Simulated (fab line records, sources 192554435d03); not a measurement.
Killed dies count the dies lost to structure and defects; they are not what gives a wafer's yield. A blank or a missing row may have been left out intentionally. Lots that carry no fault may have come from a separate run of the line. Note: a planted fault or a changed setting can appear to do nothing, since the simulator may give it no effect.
fab line records	flow n5Finfet
record lots=7	wafers=21	lastDay=19
route steps=1938 shown HKMG_FIN@443 BEOL_M4@1111 PASSIVATION@1936
lots with no fault: from the same line, run without faults
startH: start of the lot's first displayed wafer, in hours after the record's first day	waitH: hours since the lot's step before	" the same as in the row above	L1.1+2: one row covering several wafers at once	- no value present, or no start provided	* or withheld: withheld	< > ~ a bound
route shown NAME@n: names a module that has steps shown in the file, with the first one's number in the route	usual: the fault-free wafers' mean and standard deviation	same: alike in all rows	chamber/n: place in a boat	sites: readings site by site	_std_site: their standard deviation	_edge_site: the outer-site mean with the inner-site mean subtracted	radiusMm: for every site, how far away it sits from the centre of the wafer	mask NAME#n: copy n	behind: tool/chamber where the wafer was last shaped	hold: cause of the lot's hold/its duration in hours/its outcome	device: transistor that didn't switch, given as n, p or np	end of line: the tests these same wafers got at the end of their route	a step without rows: its recipe alone	killed: not the wafer's yield, but the dies lost to structure and defects at the first sort	map: a wafer's dies, marking killed ones x, the rest . and places with no die _
set.NAME: setting as actually run; set.NAME@STEP: the setting as run at that earlier step	model.NAME: the simulator's own value behind a step, which no gauge read
lots at selected steps of the route; one table per step, one row per wafer
services: a tool's chamber out of use, with start hour (startH, from the record's first day; less than 0 if before it), hours out, and reason
## steps
# step N5_HKMG_FIN_COAT_85
# recipe resist=SOC	tempC=250	timeS=60	spinRpm=1500	resistThkNm=300
# step N5_HKMG_FIN_ETCH_86
# recipe chemistry=N2/H2	target=SOC	targetDepthA=3932	stopOn=TiN	ionEnergyEv=100	biasW=61	pressureMtorr=30	sourceW=850	n2FlowSccm=200	h2FlowSccm=200
# step N5_HKMG_FIN_STRIP_89
# recipe chemistry=N2/H2	material=SOC	timeS=20	powerW=500	tempC=40	pressureMtorr=50	rfFrequencyHz=6e+07	biasPowerW=8	h2Frac=0.5	n2FlowSccm=300	h2FlowSccm=300
# usual biasPowerW=8.000/0.024	chamberPressureMTorr=49.99/0.039	drypumpMotorCurrentA=5.9/0.47	n2FlowSccm=300.1/0.88	oesProductAu=0.79/0.069	rfVppV=54.4/0.81	showerheadPlenumPTorr=3.40/0.095	throttleValvePct=19.15/0.19
# same timeS=20
lot.wafer	tool	chamber	startH	waitH	biasPowerW	chamberPressureMTorr	drypumpMotorCurrentA	n2FlowSccm	oesProductAu	rfHoursCounterH	rfVppV	showerheadPlenumPTorr	throttleValvePct
L350.1	rieDiel-05	1	89.71	0.0	8.009	49.99	6.6	299.6	0.79	114	54.4	3.39	19.16
L350.4	"	3	"	"	8.012	49.98	6.0	299.8	0.85	63	55.0	3.26	18.99
L350.5	"	3	"	"	8.001	50.06	6.0	299.5	0.85	-	55.9	3.26	18.99
L352.1	rieDiel-01	3	95.74	0.0	8.034	49.99	5.2	298.4	0.80	95	54.2	3.40	19.13
L352.3	"	1	"	"	7.977	50.06	5.7	299.7	0.78	138	53.5	3.37	19.41
L352.4	"	0	"	"	8.004	49.95	6.5	300.0	0.91	21	53.8	3.30	18.94
L353.2	rieDiel-01	3	101.13	0.0	8.025	49.97	5.2	299.7	0.81	98	54.4	3.40	19.14
L353.3	"	2	"	"	7.995	50.00	5.0	300.3	0.71	215	54.5	3.45	18.71
L353.5	"	2	"	"	8.013	50.08	5.0	299.1	0.70	-	54.4	3.45	18.72
L354.2	rieDiel-05	0	108.16	0.0	7.987	49.98	5.7	299.0	0.84	52	54.3	3.56	19.30
L354.4	"	3	"	"	7.992	49.99	6.0	300.0	0.86	70	53.3	3.26	19.01
L354.6	"	3	"	"	7.962	49.96	6.0	300.5	0.85	-	53.9	3.26	19.01
L362.2	rieDiel-04	1	154.84	0.0	7.973	49.96	6.3	299.7	0.67	250	55.3	3.30	19.05
L362.3	"	3	"	"	7.990	50.05	5.5	301.7	0.94	10	55.4	3.44	19.13
L362.5	"	1	"	"	7.996	49.96	6.3	301.0	0.67	-	53.3	3.30	19.05
L363.3	rieDiel-05	1	160.96	0.0	7.942	49.99	6.7	300.7	0.79	135	54.6	3.37	19.21
L363.5	"	0	"	"	8.009	50.03	5.7	300.4	0.81	-	54.3	3.55	19.32
L363.6	"	1	"	"	8.004	49.96	6.6	299.3	0.79	-	54.6	3.37	19.22
L366.2	rieDiel-05	0	180.42	0.0	7.984	50.00	5.7	299.6	0.82	73	54.8	3.55	19.32
L366.4	"	2	"	"	8.050	50.03	6.1	299.6	0.73	-	54.0	3.47	19.14
L366.5	"	3	"	"	7.970	49.95	6.0	299.5	0.82	-	53.9	3.25	19.05
# step N5_HKMG_FIN_WET_ETCH_87
# recipe chemistry=SC1	target=TiN	mix=1:2:40	tempC=50	timeS=154.2	targetDepthNm=4.7	dry=ipaMarangoni	rinseTimeS=30	rinseTempC=23
# step N5_HKMG_FIN_STRIP_88
# recipe chemistry=N2/H2	powerW=2500	tempC=300	h2Frac=0.65	timeS=360	pressureMtorr=withheld	n2FlowSccm=1750	h2FlowSccm=3250
# usual drypumpMotorCurrentA=5.74/0.097	h2FlowSccm=3251/10	heaterPowerW=481/30	n2FlowSccm=1750/5.1
# same timeS=360
lot.wafer	tool	chamber	startH	waitH	drypumpMotorCurrentA	h2FlowSccm	heaterPowerW	n2FlowSccm	rfHoursCounterH
L350.1	plasmaAsher-01	1	89.90	0.0	5.75	3251	490	1751	37
L350.4	"	1	"	"	5.74	3254	471	1749	-
L350.5	"	0	"	"	5.63	3242	497	1752	-
L352.1	plasmaAsher-01	1	95.93	0.0	5.73	3242	464	1757	39
L352.3	"	1	"	"	5.72	3255	486	1749	-
L352.4	"	0	"	"	5.68	3245	506	1744	-
L353.2	plasmaAsher-01	0	101.32	0.0	5.68	3269	499	1757	40
L353.3	"	0	"	"	5.69	3264	499	1755	-
L353.5	"	1	"	"	5.73	3232	469	1753	-
L354.2	plasmaAsher-01	1	108.35	0.0	5.74	3252	480	1749	41
L354.4	"	1	"	"	5.75	3246	496	1746	-
L354.6	"	1	"	"	5.71	3252	472	1750	-
L362.2	plasmaAsher-01	0	155.04	0.0	5.67	3263	507	1739	51
L362.3	"	1	"	"	5.72	3270	475	1758	-
L362.5	"	0	"	"	5.65	3262	511	1740	-
L363.3	plasmaAsher-01	1	161.28	0.1	5.73	3261	479	1756	-
L363.5	"	0	"	"	5.67	3246	505	1753	-
L363.6	"	1	"	"	5.75	3253	478	1751	-
L366.2	plasmaAsher-01	0	180.61	0.0	5.67	3252	498	1749	59
L366.4	"	1	"	"	5.74	3228	489	1753	-
L366.5	"	1	"	"	5.74	3224	482	1741	-
# step N5_HKMG_FIN_NWFM_ALD_20
# recipe material=TiAlC	targetThkA=20	tempC=300	aldPrecursorFamily=TiCl4	aldCoReactant=TEA	pulseTimeS=3	purgeTimeS=2	coReactantPurgeTimeS=2	coReactantPulseTimeS=10	aldCycles=7	pressureTorr=3
# usual heaterPowerW=495/47	precursorPulseHeightRel=1.002/0.019
lot.wafer	tool	chamber	startH	waitH	heaterPowerW	precursorPulseHeightRel
L350.1	aldMetal-02	0	90.28	0.3	513	0.987
L350.4	"	2	"	"	554	0.988
L350.5	"	1	"	"	512	1.022
L352.1	aldMetal-02	1	96.31	0.3	528	1.002
L352.3	"	2	"	"	534	1.010
L352.4	"	3	"	"	480	1.030
L353.2	aldMetal-02	1	101.70	0.3	506	1.000
L353.3	"	3	"	"	466	1.015
L353.5	"	0	"	"	510	1.009
L354.2	aldMetal-02	2	108.73	0.3	521	0.961
L354.4	"	0	"	"	524	1.029
L354.6	"	3	"	"	471	1.009
L362.2	aldMetal-02	2	155.43	0.3	537	0.991
L362.3	"	0	"	"	518	0.959
L362.5	"	0	"	"	521	1.018
L363.3	aldMetal-02	2	161.54	0.1	534	0.985
L363.5	"	0	"	"	523	1.027
L363.6	"	3	"	"	469	1.013
L366.2	aldMetal-03	3	181.00	0.3	425	1.029
L366.4	"	0	"	"	567	1.012
L366.5	"	0	"	"	574	1.002
# step N5_HKMG_FIN_ALD_71
# recipe material=TiN	targetThkA=10	tempC=400	aldPrecursorFamily=TiCl4	aldCoReactant=NH3	pulseTimeS=1	purgeTimeS=3	coReactantPurgeTimeS=2	coReactantPulseTimeS=2	aldCycles=47	pressureTorr=3
# usual heaterPowerW=884/83	precursorPulseHeightRel=0.997/0.02
lot.wafer	tool	chamber	startH	waitH	heaterPowerW	precursorPulseHeightRel
L350.1	aldMetal-02	0	90.38	0.0	914	1.022
L350.4	"	2	"	"	927	0.995
L350.5	"	1	"	"	917	1.008
L352.1	aldMetal-02	1	96.41	0.0	937	1.021
L352.3	"	2	"	"	937	0.998
L352.4	"	3	"	"	853	1.016
L353.2	aldMetal-02	1	101.80	0.0	924	0.981
L353.3	"	3	"	"	840	1.021
L353.5	"	0	"	"	923	0.993
L354.2	aldMetal-02	2	108.83	0.0	941	0.975
L354.4	"	0	"	"	933	0.999
L354.6	"	3	"	"	855	0.985
L362.2	aldMetal-02	2	155.53	0.0	923	1.000
L362.3	"	0	"	"	937	1.000
L362.5	"	0	"	"	903	1.010
L363.3	aldMetal-02	2	161.64	0.0	956	1.004
L363.5	"	0	"	"	942	1.034
L363.6	"	3	"	"	844	0.972
L366.2	aldMetal-03	3	181.10	0.0	771	0.964
L366.4	"	0	"	"	1014	0.986
L366.5	"	0	"	"	1007	0.994
# step N5_HKMG_FIN_COAT_66
# recipe resist=SOC	tempC=250	timeS=60	spinRpm=1500	resistThkNm=300
# step N5_HKMG_FIN_ETCH_67
# recipe chemistry=N2/H2	target=SOC	targetDepthA=3889	stopOn=TiN	ionEnergyEv=100	biasW=61	pressureMtorr=30	sourceW=850	n2FlowSccm=200	h2FlowSccm=200
# step N5_HKMG_FIN_STRIP_90
# recipe chemistry=N2/H2	material=SOC	timeS=20	powerW=500	tempC=40	pressureMtorr=50	rfFrequencyHz=6e+07	biasPowerW=8	h2Frac=0.5	n2FlowSccm=300	h2FlowSccm=300
# step N5_HKMG_FIN_WET_ETCH_73
# recipe chemistry=SC1	mix=1:2:40	tempC=50	timeS=42.3	targetDepthNm=1.3	dry=ipaMarangoni	rinseTimeS=30	rinseTempC=23
# step N5_HKMG_FIN_ETCHBACK_68
# recipe chemistry=Cl2/Ar	stopOn=HfO2	targetDepthA=5	pressureMtorr=10	icpW=600	biasW=60	Cl2_flow_sccm=40	Ar_flow_sccm=60
# step N5_HKMG_FIN_STRIP_69
# recipe chemistry=N2/H2	powerW=2500	tempC=300	h2Frac=0.65	timeS=360	pressureMtorr=withheld	n2FlowSccm=1750	h2FlowSccm=3250
# usual drypumpMotorCurrentA=5.77/0.11	h2FlowSccm=3250/9.5	heaterPowerW=474/32	n2FlowSccm=1750/5	timeS=360/0
lot.wafer	tool	chamber	startH	waitH	drypumpMotorCurrentA	h2FlowSccm	heaterPowerW	n2FlowSccm	rfHoursCounterH	timeS
L350.1	plasmaAsher-01	1	91.08	0.1	5.73	3249	471	1757	38	360
L350.4	"	0	"	"	5.67	3260	511	1756	-	360
L350.5	"	1	"	"	5.73	3236	469	1751	-	360
L352.1	plasmaAsher-02	1	97.14	0.1	-	-	-	-	-	-
L352.3	"	1	"	"	-	-	-	-	-	-
L352.4	"	0	"	"	-	-	-	-	-	-
L353.2	plasmaAsher-02	1	102.50	0.1	-	-	-	-	-	-
L353.3	"	0	"	"	-	-	-	-	-	-
L353.5	"	0	"	"	-	-	-	-	-	-
L354.2	plasmaAsher-01	1	109.53	0.1	-	-	-	-	-	-
L354.4	"	1	"	"	-	-	-	-	-	-
L354.6	"	1	"	"	-	-	-	-	-	-
L362.2	plasmaAsher-01	1	156.36	0.2	5.71	3248	481	1751	51	360
L362.3	"	0	"	"	5.66	3261	500	1749	-	360
L362.5	"	1	"	"	5.73	3265	469	1745	-	360
L363.3	plasmaAsher-01	0	162.46	0.2	5.67	3245	504	1752	-	360
L363.5	"	0	"	"	5.67	3262	502	1749	-	360
L363.6	"	1	"	"	5.73	3238	464	1750	-	360
L366.2	plasmaAsher-02	1	181.80	0.1	5.72	3244	408	1752	106	360
L366.4	"	0	"	"	5.94	3266	490	1744	-	360
L366.5	"	1	"	"	5.73	3245	417	1750	-	360
# step N5_HKMG_FIN_ALD_21
# recipe material=TiN	targetThkA=15	tempC=400	aldPrecursorFamily=TiCl4	aldCoReactant=NH3	pulseTimeS=1	purgeTimeS=3	coReactantPurgeTimeS=2	coReactantPulseTimeS=2	aldCycles=68	pressureTorr=3
# usual heaterPowerW=879/87	precursorPulseHeightRel=1.001/0.019
lot.wafer	tool	chamber	startH	waitH	heaterPowerW	precursorPulseHeightRel
L350.1	aldMetal-02	3	91.46	0.3	852	0.973
L350.4	"	2	"	"	946	1.020
L350.5	"	1	"	"	924	0.999
L352.1	aldMetal-01	0	97.52	0.3	1001	0.993
L352.3	"	2	"	"	925	0.987
L352.4	"	3	"	"	895	1.012
L353.2	aldMetal-03	3	102.88	0.3	769	1.020
L353.3	"	0	"	"	1023	1.006
L353.5	"	1	"	"	746	1.018
L354.2	aldMetal-03	3	109.92	0.3	758	1.010
L354.4	"	0	"	"	1019	1.023
L354.6	"	3	"	"	741	0.982
L362.2	aldMetal-01	3	156.74	0.3	863	0.990
L362.3	"	0	"	"	980	0.994
L362.5	"	2	"	"	904	1.007
L363.3	aldMetal-03	3	162.72	0.1	762	0.994
L363.5	"	3	"	"	755	1.017
L363.6	"	2	"	"	871	0.995
L366.2	aldMetal-03	1	182.18	0.3	777	0.989
L366.4	"	3	"	"	757	1.002
L366.5	"	1	"	"	752	0.957
# step N5_BEOL_M4_RC_MEAS_101
# usual DIBL_N=36.6/1.3	DIBL_P=36.4/1.4	IOFF_N=0.167/0.023	IOFF_P=0.219/0.029	ION_N=678/8.7	ION_P=464/6.4	SS_N=71.5/0.53	SS_P=73.4/0.57	VT_N=248.5/2.8	VT_P=-249/3.1
lot.wafer	tool	chamber	startH	waitH	DIBL_N[mV/V]	DIBL_P[mV/V]	IOFF_N[nA/um]	IOFF_P[nA/um]	ION_N[uA/um]	ION_P[uA/um]	SS_N[mV/dec]	SS_P[mV/dec]	VT_N[mV]	VT_P[mV]
L350.1	prober-01	0	198.19	0.0	38.5	37.0	0.201	0.252	683	467	70.7	74.1	245.5	-250
L350.4	"	0	"	"	37.8	36.0	0.178	0.226	685	471	71.1	73.1	247.7	-250
L350.5	"	0	"	"	37.7	36.6	0.184	0.242	685	473	71.5	74.0	246.7	-246
L362.2	prober-01	0	305.21	0.2	35.7	36.6	0.159	0.191	667	450	71.9	73.6	249.2	-252
L362.3	"	0	"	"	36.3	38.4	0.188	0.209	673	454	72.4	74.0	247.2	-252
L362.5	"	0	"	"	36.1	37.4	0.176	0.202	665	452	72.1	73.8	249.8	-252
L363.3	prober-01	0	308.82	0.3	37.4	37.2	0.193	0.231	675	461	71.2	73.1	246.4	-248
L363.5	"	0	"	"	35.9	35.8	0.157	0.210	670	457	71.6	73.3	249.6	-249
L363.6	"	0	"	"	35.7	35.4	0.152	0.201	677	460	71.9	73.5	249.6	-251
L366.2	prober-02	0	335.03	0.2	38.4	39.2	0.187	0.234	688	464	71.0	74.2	249.4	-251
L366.4	"	0	"	"	36.8	36.9	0.157	0.203	677	461	70.6	74.0	250.3	-252
L366.5	"	0	"	"	37.0	36.7	0.159	0.202	674	465	71.0	73.6	251.1	-250
# step N5_PASSIVATION_PROBE_49
# usual defectLimitedYield=91.6/1.6	killed_at_M0_to_M3=32/9.7	killed_at_M4_up=13/4.4	killedAtContacts=12/6.5	killedAtFrontEnd=38/12	killedAtOther=3.7/3	killedDies=99/18	killedOnRim=13/3.9	killedOpen=66/14	killedShort=32/7.5	sort_bin_5_function=4.9/1	sort_bin_6_memory=3.2/0.73	sortNPass=1081/18	sortYieldPct=91.6/1.6
# same grossDies=1180	killedAtBackSide=0	sort_bin_4_leakage[%]=0	sort_bin_8_speed[%]=0
lot.wafer	tool	chamber	startH	waitH	defectLimitedYield[%]	killed_at_M0_to_M3	killed_at_M4_up	killedAtContacts	killedAtFrontEnd	killedAtOther	killedDies	killedOnRim	killedOpen	killedShort	sort_bin_5_function[%]	sort_bin_6_memory[%]	sortNPass	sortYieldPct[%]
L352.1	prober-02	-	299.74	0.0	0	35	9	18	1116	2	1180	152	53	33	97.4	2.5	0	0
L352.3	prober-02	-	299.84	0.1	0	27	9	18	1123	3	1180	152	54	26	97.1	2.2	0	0
L352.4	prober-02	-	299.89	0.2	0	32	10	18	1118	2	1180	152	53	31	97.5	2.1	0	0
L354.2	prober-02	-	302.46	0.1	1.9	26	21	12	1092	6	1157	152	66	30	94.5	3.4	23	1.9
L354.4	prober-02	-	302.56	0.2	0	37	20	23	1099	1	1180	152	72	25	96.7	3.1	0	0
L354.6	prober-02	-	302.66	0.3	35.7	32	18	7	700	2	759	136	57	29	61.1	3.1	421	35.7
L353.2	prober-02	-	319.30	0.1	0	24	15	27	1111	3	1180	152	65	25	96.7	3.0	0	0
L353.3	prober-02	-	319.35	0.1	6.9	20	6	9	1063	1	1099	113	46	19	91.0	1.9	81	6.9
L353.5	prober-02	-	319.45	0.2	2.3	19	14	28	1090	2	1153	152	65	30	94.7	2.7	27	2.3
# killed by level:class
L352.1 HKMG_FIN:areaAld=1093 MOL_CONTACT_COAG:geometricParticle:open=14 GATE_CUT:geometricParticle:short=6 BEOL_M0_SAQP:geometricParticle:short=6 BEOL_M0_SAQP:geometricParticle:open=6 FIN_SAQP:geometricParticle:open=4 DUMMY_GATE:geometricParticle:open=4 MOL_CONTACT_COAG:geometricParticle:short=4
L352.3 HKMG_FIN:areaAld=1100 MOL_CONTACT_COAG:geometricParticle:open=16 BEOL_M3:geometricParticle:open=7 BEOL_M0:geometricParticle:open=5 GATE_CUT:geometricParticle:short=4 FIN_SAQP:geometricParticle:open=3 FIN_SAQP:geometricParticle:short=3 STI_FIN_REVEAL:geometricParticle:open=3
L352.4 HKMG_FIN:areaAld=1096 MOL_CONTACT_COAG:geometricParticle:open=15 BEOL_M0_SAQP:geometricParticle:short=10 BEOL_M2:geometricParticle:open=7 FIN_SAQP:geometricParticle:open=5 GATE_CUT:geometricParticle:open=4 BEOL_M0:geometricParticle:short=4 GATE_CUT:geometricParticle:short=3
L354.2 HKMG_FIN:areaAld=1061 FIN_SAQP:geometricParticle:open=9 MOL_CONTACT_COAG:geometricParticle:open=8 BEOL_M4:geometricParticle:open=8 BEOL_M2:geometricParticle:open=7 BEOL_M3:geometricParticle:open=6 FIN_SAQP:geometricParticle:short=5 BEOL_M0_SAQP:geometricParticle:short=5
L354.4 HKMG_FIN:areaAld=1083 MOL_CONTACT_COAG:geometricParticle:open=16 BEOL_M4:geometricParticle:open=15 BEOL_M2:geometricParticle:open=11 MOL_CONTACT_COAG:geometricParticle:short=7 BEOL_M0_SAQP:geometricParticle:open=7 BEOL_M3:geometricParticle:open=7 BEOL_M0_SAQP:geometricParticle:short=6
L354.6 HKMG_FIN:areaAld=673 BEOL_M0_SAQP:geometricParticle:open=8 BEOL_M2:geometricParticle:open=6 BEOL_M3:geometricParticle:open=6 STARTING-WAFER:geometricParticle:open=6 FIN_SAQP:geometricParticle:open=5 BEOL_M5:geometricParticle:open=5 MOL_CONTACT_COAG:geometricParticle:open=4
L353.2 HKMG_FIN:areaAld=1090 MOL_CONTACT_COAG:geometricParticle:open=24 BEOL_M4:geometricParticle:open=8 STI_FIN_REVEAL:geometricParticle:open=7 BEOL_M0_SAQP:geometricParticle:short=6 BEOL_M0_SAQP:geometricParticle:open=5 BEOL_M1:geometricParticle:open=4 DUMMY_GATE:geometricParticle:short=3
L353.3 HKMG_FIN:areaAld=1034 MOL_CONTACT_COAG:geometricParticle:open=8 STI_FIN_REVEAL:geometricParticle:open=6 DUMMY_GATE:geometricParticle:open=6 FIN_SAQP:geometricParticle:open=5 FIN_SAQP:geometricParticle:short=4 BEOL_M0_SAQP:geometricParticle:open=4 BEOL_M0_SAQP:geometricParticle:short=4
L353.5 HKMG_FIN:areaAld=1058 MOL_CONTACT_COAG:geometricParticle:open=20 MOL_CONTACT_COAG:geometricParticle:short=8 BEOL_M4:geometricParticle:open=6 FIN_SAQP:geometricParticle:open=5 ILD0:geometricParticle:open=5 STI_FIN_REVEAL:geometricParticle:open=4 BEOL_M0_SAQP:geometricParticle:short=4
# map L352.1 (x killed, . not)
_________________xxxxxxxxxxxx________________
______________xxxxxxxxxxxxxxxxxx_____________
___________xxxxxxxxxxxxxxxxxxxxxxxx__________
__________xxxxxxxxxxxxxxxxxxxxxxxxxx_________
________xxxxxxxxxxxxxxxxxxxxxxxxxxxxxx_______
_______xxxxxxxxxxxxxxxxxxxxxxxxxxxxxxxx______
______xxxxxxxxxxxxxxxxxxxxxxxxxxxxxxxxxx_____
_____xxxxxxxxxxxxxxxxxxxxxxxxxxxxxxxxxxxx____
____xxxxxxxxxxxxxxxxxxxxxxxxxxxxxxxxxxxxxx___
___xxxxxxxxxxxxxxxxxxxxxxxxxxxxxxxxxxxxxxxx__
___xxxxxxxxxxxxxxxxxxxxxxxxxxxxxxxxxxxxxxxx__
__xxxxxxxxxxxxxxxxxxxxxxxxxxxxxxxxxxxxxxxxxx_
__xxxxxxxxxxxxxxxxxxxxxxxxxxxxxxxxxxxxxxxxxx_
_xxxxxxxxxxxxxxxxxxxxxxxxxxxxxxxxxxxxxxxxxxxx
_xxxxxxxxxxxxxxxxxxxxxxxxxxxxxxxxxxxxxxxxxxxx
_xxxxxxxxxxxxxxxxxxxxxxxxxxxxxxxxxxxxxxxxxxxx
_xxxxxxxxxxxxxxxxxxxxxxxxxxxxxxxxxxxxxxxxxxxx
_xxxxxxxxxxxxxxxxxxxxxxxxxxxxxxxxxxxxxxxxxxxx
_xxxxxxxxxxxxxxxxxxxxxxxxxxxxxxxxxxxxxxxxxxxx
_xxxxxxxxxxxxxxxxxxxxxxxxxxxxxxxxxxxxxxxxxxxx
_xxxxxxxxxxxxxxxxxxxxxxxxxxxxxxxxxxxxxxxxxxxx
__xxxxxxxxxxxxxxxxxxxxxxxxxxxxxxxxxxxxxxxxxx_
__xxxxxxxxxxxxxxxxxxxxxxxxxxxxxxxxxxxxxxxxxx_
___xxxxxxxxxxxxxxxxxxxxxxxxxxxxxxxxxxxxxxxx__
___xxxxxxxxxxxxxxxxxxxxxxxxxxxxxxxxxxxxxxxx__
____xxxxxxxxxxxxxxxxxxxxxxxxxxxxxxxxxxxxxx___
_____xxxxxxxxxxxxxxxxxxxxxxxxxxxxxxxxxxxx____
______xxxxxxxxxxxxxxxxxxxxxxxxxxxxxxxxxx_____
_______xxxxxxxxxxxxxxxxxxxxxxxxxxxxxxxx______
________xxxxxxxxxxxxxxxxxxxxxxxxxxxxxx_______
__________xxxxxxxxxxxxxxxxxxxxxxxxxx_________
___________xxxxxxxxxxxxxxxxxxxxxxxx__________
______________xxxxxxxxxxxxxxxxxx_____________
_________________xxxxxxxxxxxx________________
# map L353.2 (x killed, . not)
_________________xxxxxxxxxxxx________________
______________xxxxxxxxxxxxxxxxxx_____________
___________xxxxxxxxxxxxxxxxxxxxxxxx__________
__________xxxxxxxxxxxxxxxxxxxxxxxxxx_________
________xxxxxxxxxxxxxxxxxxxxxxxxxxxxxx_______
_______xxxxxxxxxxxxxxxxxxxxxxxxxxxxxxxx______
______xxxxxxxxxxxxxxxxxxxxxxxxxxxxxxxxxx_____
_____xxxxxxxxxxxxxxxxxxxxxxxxxxxxxxxxxxxx____
____xxxxxxxxxxxxxxxxxxxxxxxxxxxxxxxxxxxxxx___
___xxxxxxxxxxxxxxxxxxxxxxxxxxxxxxxxxxxxxxxx__
___xxxxxxxxxxxxxxxxxxxxxxxxxxxxxxxxxxxxxxxx__
__xxxxxxxxxxxxxxxxxxxxxxxxxxxxxxxxxxxxxxxxxx_
__xxxxxxxxxxxxxxxxxxxxxxxxxxxxxxxxxxxxxxxxxx_
_xxxxxxxxxxxxxxxxxxxxxxxxxxxxxxxxxxxxxxxxxxxx
_xxxxxxxxxxxxxxxxxxxxxxxxxxxxxxxxxxxxxxxxxxxx
_xxxxxxxxxxxxxxxxxxxxxxxxxxxxxxxxxxxxxxxxxxxx
_xxxxxxxxxxxxxxxxxxxxxxxxxxxxxxxxxxxxxxxxxxxx
_xxxxxxxxxxxxxxxxxxxxxxxxxxxxxxxxxxxxxxxxxxxx
_xxxxxxxxxxxxxxxxxxxxxxxxxxxxxxxxxxxxxxxxxxxx
_xxxxxxxxxxxxxxxxxxxxxxxxxxxxxxxxxxxxxxxxxxxx
_xxxxxxxxxxxxxxxxxxxxxxxxxxxxxxxxxxxxxxxxxxxx
__xxxxxxxxxxxxxxxxxxxxxxxxxxxxxxxxxxxxxxxxxx_
__xxxxxxxxxxxxxxxxxxxxxxxxxxxxxxxxxxxxxxxxxx_
___xxxxxxxxxxxxxxxxxxxxxxxxxxxxxxxxxxxxxxxx__
___xxxxxxxxxxxxxxxxxxxxxxxxxxxxxxxxxxxxxxxx__
____xxxxxxxxxxxxxxxxxxxxxxxxxxxxxxxxxxxxxx___
_____xxxxxxxxxxxxxxxxxxxxxxxxxxxxxxxxxxxx____
______xxxxxxxxxxxxxxxxxxxxxxxxxxxxxxxxxx_____
_______xxxxxxxxxxxxxxxxxxxxxxxxxxxxxxxx______
________xxxxxxxxxxxxxxxxxxxxxxxxxxxxxx_______
__________xxxxxxxxxxxxxxxxxxxxxxxxxx_________
___________xxxxxxxxxxxxxxxxxxxxxxxx__________
______________xxxxxxxxxxxxxxxxxx_____________
_________________xxxxxxxxxxxx________________
## services
tool	chamber	startH	hours	kind
aldMetal-01	-	89.01	2.8	pm
aldMetal-01	-	100.45	0.6	repair
rieDiel-04	3	101.78	-	clean
rieDiel-04	3	101.78	-	consumableReplace:focusRing
rieDiel-04	3	101.78	28.4	scheduledDown
rieDiel-04	3	101.78	28.4	ventCycle
plasmaAsher-01	-	117.89	8.2	repair
rieDiel-04	-	119.54	2.3	repair
aldMetal-02	2	127.61	13.4	repair
rieDiel-05	-	132.88	14.6	pm
aldMetal-02	1	137.33	14.8	repair
plasmaAsher-02	-	146.07	28.1	pm
rieDiel-04	0	160.67	-	clean
rieDiel-04	0	160.67	-	consumableReplace:focusRing
rieDiel-04	0	160.67	25.2	scheduledDown
rieDiel-04	0	160.67	25.2	ventCycle
rieDiel-05	1	173.90	8.8	repair
rieDiel-04	1	176.16	8.1	repair
aldMetal-02	-	179.38	14.6	pm
rieDiel-01	0	182.28	1.9	repair
## key
firstSign step=N5_HKMG_FIN_STRIP_69	reading=toolRecord	direction=missing
effect step=N5_PASSIVATION_PROBE_49	reading=sort_bin_5_function	direction=up	sigmas=85	usual=4.9	struck=91.9
moreKillsBornAt N5_HKMG_FIN_ALD_21@aldMetal-03=5999	N5_HKMG_FIN_ALD_21@aldMetal-01=3289
metAt N5_HKMG_FIN_STRIP_69
struckWafers L352.1,L352.3,L352.4,L353.2,L353.3,L353.5,L354.2,L354.4,L354.6
laterRowsLeftOut L352.1,L352.3,L352.4,L353.2,L353.3,L353.5,L354.2,L354.4,L354.6
onsetBetween 91.08 97.14
fault kind=skippedStepWhole	tool=plasmaAsher-01,plasmaAsher-02	chamber=-	onsetH=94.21	steps=N5_HKMG_FIN_STRIP_69	scope=struckLotsOnly
# laterRowsLeftOut: the simulator's readings of these wafers behind a module that went badly wrong aren't trusted and aren't shown, but for the sort
